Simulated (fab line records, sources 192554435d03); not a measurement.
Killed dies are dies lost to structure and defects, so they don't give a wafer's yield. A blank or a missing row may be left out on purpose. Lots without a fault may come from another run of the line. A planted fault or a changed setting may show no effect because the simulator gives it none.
Which tool did it? | flow n5_finfet | 12 lots, 36 wafers sampled, at 2 steps of a route of 1938

WHAT THE GAUGES READ, wafer by wafer
N5_BEOL_M4_OVL_MEAS_29.
lot  | measured     | on         | V3_OVL (nm)
L074 | day 7 18:23  | overlay-02 | -0.9 -1.1 -0.9
L077 | day 8 14:16  | overlay-01 | -1.1 -0.8 -0.3
L079 | day 8 21:23  | overlay-02 | -2.0 -1.3 -1.8
L081 | day 9 03:35  | overlay-01 | -0.8 -1.4 -1.2
L083 | day 9 20:30  | overlay-01 | 0.7 0.1 1.3
L085 | day 10 05:28 | overlay-02 | -0.5 -0.5 -0.7
L088 | day 12 21:43 | overlay-01 | 0.2 0.4 0.3
L089 | day 13 01:43 | overlay-01 | -0.2 -0.4 -1.0
L095 | day 13 04:07 | overlay-02 | -0.6 0.1 -0.2
L093 | day 13 05:22 | overlay-02 | -1.1 -0.5 -1.3
L094 | day 13 07:45 | overlay-02 | -0.9 0.4 -1.2
L097 | day 13 17:01 | overlay-02 | 0.4 0.7 0.0

WHICH TOOL RAN EACH LOT (tool, then ch and the chambers of the sampled wafers, then the start)
lot  | N5_BEOL_M4_HM_OPEN_17
L074 | rie_metal-02 ch 0,1, day 7 17:52
L077 | rie_metal-01 ch 0,1, day 8 13:38
L079 | rie_metal-02 ch 0,1, day 8 20:42
L081 | rie_metal-02 ch 0,1, day 9 03:01
L083 | rie_metal-02 ch 0,1, day 9 19:59
L085 | rie_metal-03 ch 1, day 10 04:49
L088 | rie_metal-01 ch 0,1, day 12 21:11
L089 | rie_metal-03 ch 0,1, day 13 01:12
L095 | rie_metal-03 ch 0,1, day 13 03:36
L093 | rie_metal-03 ch 0,1, day 13 04:52
L094 | rie_metal-02 ch 0,1, day 13 07:05
L097 | rie_metal-03 ch 0,1, day 13 11:29
- N5_BEOL_M4_HM_OPEN_17: chemistry Cl2/BCl3, target TiN, target depth 20 nm, overetch 6 nm.

THE ANSWER, worked out from the rows above alone
Rule: what is usual is taken from the lots themselves. Put in order of their means at a reading, lots are off if they are a third of the lots or fewer, leave a main group of 4 or more, and stand apart from it by a gap of 3 or more times the standard deviation of the main group's means; of several such gaps the widest counts. A main group whose means are all the same, to the digits that the tables above print for the reading, isn't used. A lot without any number at a reading at which 4 lots or more have one is off too. The other lots that the step has rows for count as sound.
No lot is off at any reading shown: from this, nothing can be told.

WHAT THE SIMULATOR HAD PUT IN
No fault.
